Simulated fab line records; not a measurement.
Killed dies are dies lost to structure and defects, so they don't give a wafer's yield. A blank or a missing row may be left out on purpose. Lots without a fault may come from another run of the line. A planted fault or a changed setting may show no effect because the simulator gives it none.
What tool caused it? / flow n5Finfet / 33 wafers from 11 lots sampled at 5 of the route's 1938 steps

## WHAT THE GAUGES SHOWED, per wafer
No reading from a measuring or inspecting step in the record can be judged against a usual standard deviation.

## WHAT TOOL EACH LOT RAN ON (gives the tool, then ch and the chambers of the sampled wafers, and finally the start)
lot=L364; N5_GATE_CUT_VAPOR_ETCH_51=rieMetal-01 ch 0,1, day 4 19:55; N5_BEOL_M15_PRE_CLEAN_42=pvdSputter-01, day 12 03:14; N5_MIM_TOP_ETCH_STRIP_01=rieDiel-03 ch 0,2,3, day 12 11:02; N5_PASSIVATION_DESCUM_46=rieDiel-04 ch 0,1,2, day 12 17:47; N5_PASSIVATION_PROBE_49=-
lot=L368; N5_GATE_CUT_VAPOR_ETCH_51=rieMetal-02 ch 0,1, day 5 19:52; N5_BEOL_M15_PRE_CLEAN_42=pvdSputter-03, day 12 07:25; N5_MIM_TOP_ETCH_STRIP_01=rieDiel-01 ch 0,3, day 12 13:12; N5_PASSIVATION_DESCUM_46=rieDiel-04 ch 0,2, day 12 18:44; N5_PASSIVATION_PROBE_49=-
lot=L369; N5_GATE_CUT_VAPOR_ETCH_51=rieMetal-03 ch 0,1, day 6 00:41; N5_BEOL_M15_PRE_CLEAN_42=pvdSputter-03, day 13 00:52; N5_MIM_TOP_ETCH_STRIP_01=rieDiel-01 ch 0,2,3, day 13 06:46; N5_PASSIVATION_DESCUM_46=rieDiel-04 ch 0,3, day 13 16:04; N5_PASSIVATION_PROBE_49=-
lot=L370; N5_GATE_CUT_VAPOR_ETCH_51=rieMetal-02 ch 0,1, day 6 08:30; N5_BEOL_M15_PRE_CLEAN_42=pvdSputter-03, day 13 12:36; N5_MIM_TOP_ETCH_STRIP_01=rieDiel-02 ch 0,1,2, day 13 17:23; N5_PASSIVATION_DESCUM_46=rieDiel-05 ch 0,1,2, day 13 23:16; N5_PASSIVATION_PROBE_49=-
lot=L373; N5_GATE_CUT_VAPOR_ETCH_51=rieMetal-03 ch 0, day 7 02:28; N5_BEOL_M15_PRE_CLEAN_42=pvdSputter-02, day 15 04:05; N5_MIM_TOP_ETCH_STRIP_01=rieDiel-02 ch 0,2, day 15 09:13; N5_PASSIVATION_DESCUM_46=rieDiel-05 ch 1,2, day 15 17:05; N5_PASSIVATION_PROBE_49=-
lot=L376; N5_GATE_CUT_VAPOR_ETCH_51=rieMetal-03 ch 0,1, day 7 19:14; N5_BEOL_M15_PRE_CLEAN_42=pvdSputter-02, day 15 08:11; N5_MIM_TOP_ETCH_STRIP_01=rieDiel-02 ch 0,1,2, day 15 14:52; N5_PASSIVATION_DESCUM_46=rieDiel-05 ch 0,1,2, day 15 23:02; N5_PASSIVATION_PROBE_49=-
lot=L377; N5_GATE_CUT_VAPOR_ETCH_51=rieMetal-03 ch 0,1, day 8 04:01; N5_BEOL_M15_PRE_CLEAN_42=pvdSputter-03, day 15 07:40; N5_MIM_TOP_ETCH_STRIP_01=rieDiel-02 ch 0,1,3, day 15 14:02; N5_PASSIVATION_DESCUM_46=rieDiel-06 ch 0,3, day 15 21:55; N5_PASSIVATION_PROBE_49=prober-02, day 16 01:01
lot=L379; N5_GATE_CUT_VAPOR_ETCH_51=rieMetal-03 ch 0,1, day 8 11:02; N5_BEOL_M15_PRE_CLEAN_42=pvdSputter-02, day 15 20:09; N5_MIM_TOP_ETCH_STRIP_01=rieDiel-01 ch 0,2,3, day 16 01:52; N5_PASSIVATION_DESCUM_46=rieDiel-04 ch 1,3, day 16 08:41; N5_PASSIVATION_PROBE_49=prober-02, day 16 11:47
lot=L381; N5_GATE_CUT_VAPOR_ETCH_51=rieMetal-01 ch 0,1, day 9 04:07; N5_BEOL_M15_PRE_CLEAN_42=pvdSputter-02, day 16 14:41; N5_MIM_TOP_ETCH_STRIP_01=rieDiel-02 ch 0,2,3, day 16 20:26; N5_PASSIVATION_DESCUM_46=rieDiel-06 ch 1,2,3, day 17 04:07; N5_PASSIVATION_PROBE_49=-
lot=L383; N5_GATE_CUT_VAPOR_ETCH_51=rieMetal-01 ch 0,1, day 9 14:46; N5_BEOL_M15_PRE_CLEAN_42=pvdSputter-03, day 16 22:07; N5_MIM_TOP_ETCH_STRIP_01=rieDiel-01 ch 0,1,3, day 17 03:22; N5_PASSIVATION_DESCUM_46=rieDiel-06 ch 0,1,2, day 17 13:51; N5_PASSIVATION_PROBE_49=-
lot=L384; N5_GATE_CUT_VAPOR_ETCH_51=rieMetal-02 ch 0,1, day 9 17:53; N5_BEOL_M15_PRE_CLEAN_42=pvdSputter-03, day 16 22:55; N5_MIM_TOP_ETCH_STRIP_01=rieDiel-01 ch 0,2, day 17 03:40; N5_PASSIVATION_DESCUM_46=rieDiel-04 ch 1,2, day 17 13:22; N5_PASSIVATION_PROBE_49=-
- N5_GATE_CUT_VAPOR_ETCH_51: etches HfO2 in BCl3/Cl2.
- N5_BEOL_M15_PRE_CLEAN_42: time 30 s.
- N5_MIM_TOP_ETCH_STRIP_01: strips in O2.
- N5_PASSIVATION_DESCUM_46: chemistry O2, time 7.9 s.
- N5_PASSIVATION_PROBE_49

## WHAT THE TOOLS THEMSELVES READ (means of the sampled wafers that have a number; where no wafer has one, the mark that the record gives instead)
N5_GATE_CUT_VAPOR_ETCH_51. Usual: drypumpMotorCurrentA 5.9 A, standard deviation 0.43; oesProductAu 0.74 a.u., standard deviation 0.084.
lot=L364; tool=rieMetal-01; drypumpMotorCurrentA (A)=5.3; oesProductAu (a.u.)=0.74; flag=
lot=L368; tool=rieMetal-02; drypumpMotorCurrentA (A)=6.2; oesProductAu (a.u.)=0.67; flag=
lot=L369; tool=rieMetal-03; drypumpMotorCurrentA (A)=6.0; oesProductAu (a.u.)=0.66; flag=
lot=L370; tool=rieMetal-02; drypumpMotorCurrentA (A)=6.1; oesProductAu (a.u.)=0.67; flag=
lot=L373; tool=rieMetal-03; drypumpMotorCurrentA (A)=6.1; oesProductAu (a.u.)=0.80; flag=
lot=L376; tool=rieMetal-03; drypumpMotorCurrentA (A)=6.1; oesProductAu (a.u.)=0.90; flag=
lot=L377; tool=rieMetal-03; drypumpMotorCurrentA (A)=6.1; oesProductAu (a.u.)=0.89; flag=
lot=L379; tool=rieMetal-03; drypumpMotorCurrentA (A)=6.1; oesProductAu (a.u.)=0.89; flag=
lot=L381; tool=rieMetal-01; drypumpMotorCurrentA (A)=5.6; oesProductAu (a.u.)=0.70; flag=
lot=L383; tool=rieMetal-01; drypumpMotorCurrentA (A)=5.3; oesProductAu (a.u.)=0.71; flag=
lot=L384; tool=rieMetal-02; drypumpMotorCurrentA (A)=6.1; oesProductAu (a.u.)=0.66; flag=

N5_BEOL_M15_PRE_CLEAN_42. Usual: 469 W for heaterPowerW, sd 47.
lot=L364; tool=pvdSputter-01; heaterPowerW (W)=479; flag=
lot=L368; tool=pvdSputter-03; heaterPowerW (W)=501; flag=
lot=L369; tool=pvdSputter-03; heaterPowerW (W)=457; flag=
lot=L370; tool=pvdSputter-03; heaterPowerW (W)=434; flag=
lot=L373; tool=pvdSputter-02; heaterPowerW (W)=474; flag=
lot=L376; tool=pvdSputter-02; heaterPowerW (W)=424; flag=
lot=L377; tool=pvdSputter-03; heaterPowerW (W)=476; flag=
lot=L379; tool=pvdSputter-02; heaterPowerW (W)=452; flag=
lot=L381; tool=pvdSputter-02; heaterPowerW (W)=478; flag=
lot=L383; tool=pvdSputter-03; heaterPowerW (W)=490; flag=
lot=L384; tool=pvdSputter-03; heaterPowerW (W)=489; flag=

N5_MIM_TOP_ETCH_STRIP_01. Usual: drypumpMotorCurrentA 5.6 A, standard deviation 0.48; oesProductAu 0.81 a.u., standard deviation 0.066; rfVppV 3.6 V, standard deviation 1.3; showerheadPlenumPTorr 2.10 Torr, standard deviation 0.064; throttleValvePct 16.59 %, standard deviation 0.16.
lot=L364; tool=rieDiel-03; drypumpMotorCurrentA (A)=5.9; oesProductAu (a.u.)=0.86; rfVppV (V)=3.3; showerheadPlenumPTorr (Torr)=2.13; throttleValvePct (%)=16.42; flag=
lot=L368; tool=rieDiel-01; drypumpMotorCurrentA (A)=5.7; oesProductAu (a.u.)=0.81; rfVppV (V)=4.7; showerheadPlenumPTorr (Torr)=2.19; throttleValvePct (%)=16.71; flag=
lot=L369; tool=rieDiel-01; drypumpMotorCurrentA (A)=5.4; oesProductAu (a.u.)=0.81; rfVppV (V)=3.3; showerheadPlenumPTorr (Torr)=2.12; throttleValvePct (%)=16.62; flag=
lot=L370; tool=rieDiel-02; drypumpMotorCurrentA (A)=5.6; oesProductAu (a.u.)=0.80; rfVppV (V)=2.9; showerheadPlenumPTorr (Torr)=2.08; throttleValvePct (%)=16.63; flag=
lot=L373; tool=rieDiel-02; drypumpMotorCurrentA (A)=5.4; oesProductAu (a.u.)=0.75; rfVppV (V)=4.2; showerheadPlenumPTorr (Torr)=2.07; throttleValvePct (%)=16.62; flag=
lot=L376; tool=rieDiel-02; drypumpMotorCurrentA (A)=5.7; oesProductAu (a.u.)=0.79; rfVppV (V)=3.6; showerheadPlenumPTorr (Torr)=2.07; throttleValvePct (%)=16.61; flag=
lot=L377; tool=rieDiel-02; drypumpMotorCurrentA (A)=5.6; oesProductAu (a.u.)=0.83; rfVppV (V)=3.6; showerheadPlenumPTorr (Torr)=2.11; throttleValvePct (%)=16.51; flag=
lot=L379; tool=rieDiel-01; drypumpMotorCurrentA (A)=5.4; oesProductAu (a.u.)=0.79; rfVppV (V)=1.9; showerheadPlenumPTorr (Torr)=2.12; throttleValvePct (%)=16.67; flag=
lot=L381; tool=rieDiel-02; drypumpMotorCurrentA (A)=5.4; oesProductAu (a.u.)=0.78; rfVppV (V)=3.3; showerheadPlenumPTorr (Torr)=2.10; throttleValvePct (%)=16.58; flag=
lot=L383; tool=rieDiel-01; drypumpMotorCurrentA (A)=5.7; oesProductAu (a.u.)=0.76; rfVppV (V)=3.6; showerheadPlenumPTorr (Torr)=2.13; throttleValvePct (%)=16.73; flag=
lot=L384; tool=rieDiel-01; drypumpMotorCurrentA (A)=5.2; oesProductAu (a.u.)=0.77; rfVppV (V)=3.7; showerheadPlenumPTorr (Torr)=2.07; throttleValvePct (%)=16.61; flag=

N5_PASSIVATION_DESCUM_46. Usual: drypumpMotorCurrentA 5.8 A, standard deviation 0.41; oesProductAu 0.79 a.u., standard deviation 0.073; rfVppV 243.6 V, standard deviation 1.3; showerheadPlenumPTorr 2.12 Torr, standard deviation 0.069; throttleValvePct 20.27 %, standard deviation 0.26.
lot=L364; tool=rieDiel-04; drypumpMotorCurrentA (A)=5.8; oesProductAu (a.u.)=0.80; rfVppV (V)=243.3; showerheadPlenumPTorr (Torr)=2.11; throttleValvePct (%)=20.36; flag=
lot=L368; tool=rieDiel-04; drypumpMotorCurrentA (A)=5.6; oesProductAu (a.u.)=0.81; rfVppV (V)=243.0; showerheadPlenumPTorr (Torr)=2.11; throttleValvePct (%)=20.48; flag=
lot=L369; tool=rieDiel-04; drypumpMotorCurrentA (A)=5.5; oesProductAu (a.u.)=0.85; rfVppV (V)=242.6; showerheadPlenumPTorr (Torr)=2.12; throttleValvePct (%)=20.20; flag=
lot=L370; tool=rieDiel-05; drypumpMotorCurrentA (A)=5.5; oesProductAu (a.u.)=0.78; rfVppV (V)=244.4; showerheadPlenumPTorr (Torr)=2.16; throttleValvePct (%)=20.20; flag=
lot=L373; tool=rieDiel-05; drypumpMotorCurrentA (A)=5.8; oesProductAu (a.u.)=0.77; rfVppV (V)=243.7; showerheadPlenumPTorr (Torr)=2.13; throttleValvePct (%)=20.04; flag=
lot=L376; tool=rieDiel-05; drypumpMotorCurrentA (A)=5.5; oesProductAu (a.u.)=0.76; rfVppV (V)=243.7; showerheadPlenumPTorr (Torr)=2.15; throttleValvePct (%)=20.24; flag=
lot=L377; tool=rieDiel-06; drypumpMotorCurrentA (A)=6.4; oesProductAu (a.u.)=0.84; rfVppV (V)=244.5; showerheadPlenumPTorr (Torr)=2.17; throttleValvePct (%)=19.99; flag=
lot=L379; tool=rieDiel-04; drypumpMotorCurrentA (A)=5.8; oesProductAu (a.u.)=0.79; rfVppV (V)=242.7; showerheadPlenumPTorr (Torr)=2.11; throttleValvePct (%)=20.09; flag=
lot=L381; tool=rieDiel-06; drypumpMotorCurrentA (A)=6.2; oesProductAu (a.u.)=0.79; rfVppV (V)=243.6; showerheadPlenumPTorr (Torr)=2.13; throttleValvePct (%)=20.24; flag=
lot=L383; tool=rieDiel-06; drypumpMotorCurrentA (A)=6.0; oesProductAu (a.u.)=0.73; rfVppV (V)=243.4; showerheadPlenumPTorr (Torr)=2.08; throttleValvePct (%)=20.48; flag=
lot=L384; tool=rieDiel-04; drypumpMotorCurrentA (A)=6.0; oesProductAu (a.u.)=0.75; rfVppV (V)=243.0; showerheadPlenumPTorr (Torr)=2.09; throttleValvePct (%)=20.31; flag=

N5_PASSIVATION_PROBE_49. Usual: defectLimitedYield 91.3 %, standard deviation 1.4; killed_at_M0_to_M3 34, standard deviation 10; killed_at_M4_up 13, standard deviation 4.8; killedAtContacts 12, standard deviation 6.1; killedAtFrontEnd 40, standard deviation 11; killedAtOther 3.7, standard deviation 2.8; killedDies 103, standard deviation 16; killedOpen 67, standard deviation 12; killedShort 34, standard deviation 7.4; sort_bin_5_function 5.1 %, standard deviation 0.95; sort_bin_6_memory 3.2 %, standard deviation 0.62; sortNPass 1077, standard deviation 16; sortYieldPct 91.3 %, standard deviation 1.4.
lot=L377; tool=prober-02; defectLimitedYield (%)=89.1; killed_at_M0_to_M3=25; killed_at_M4_up=9; killedAtContacts=11; killedAtFrontEnd=83; killedAtOther=1.0; killedDies=129; killedOpen=51; killedShort=23; sort_bin_5_function (%)=6.4; sort_bin_6_memory (%)=3.0; sortNPass=1051; sortYieldPct (%)=89.1; flag=OFF
lot=L379; tool=prober-02; defectLimitedYield (%)=87.3; killed_at_M0_to_M3=31; killed_at_M4_up=15; killedAtContacts=21; killedAtFrontEnd=79; killedAtOther=2.3; killedDies=149; killedOpen=64; killedShort=32; sort_bin_5_function (%)=7.2; sort_bin_6_memory (%)=3.6; sortNPass=1031; sortYieldPct (%)=87.3; flag=OFF

## THE ANSWER, worked out from the rows above alone
Rule: lot off if the mean of its wafers having a number is beyond 3 standard deviations from the usual mean. A lot without any number at a reading at which 4 lots or more have one is off too. The other lots that the step has rows for count as sound. The gauges are gone through in route order, then the tools' own readings, and for those a lot's mean is taken as printed above. At the first step where some lot is off, the reading lying furthest off is the one used; lots without a number count as furthest.
Off at N5_PASSIVATION_PROBE_49 (killedAtFrontEnd): L377, L379. Neither off nor sound, because the step has no rows for them: L364, L368, L369, L370, L373, L376, L381, L383, L384.
If a tool, at that step or one of the process steps before it, ran each lot that is off and ran no sound lot following the first of them, it fits. Can't be told from this: 2 tools fit, rieMetal-03 at N5_GATE_CUT_VAPOR_ETCH_51, prober-02 at N5_PASSIVATION_PROBE_49.

## WHAT THE SIMULATOR HAD INSERTED
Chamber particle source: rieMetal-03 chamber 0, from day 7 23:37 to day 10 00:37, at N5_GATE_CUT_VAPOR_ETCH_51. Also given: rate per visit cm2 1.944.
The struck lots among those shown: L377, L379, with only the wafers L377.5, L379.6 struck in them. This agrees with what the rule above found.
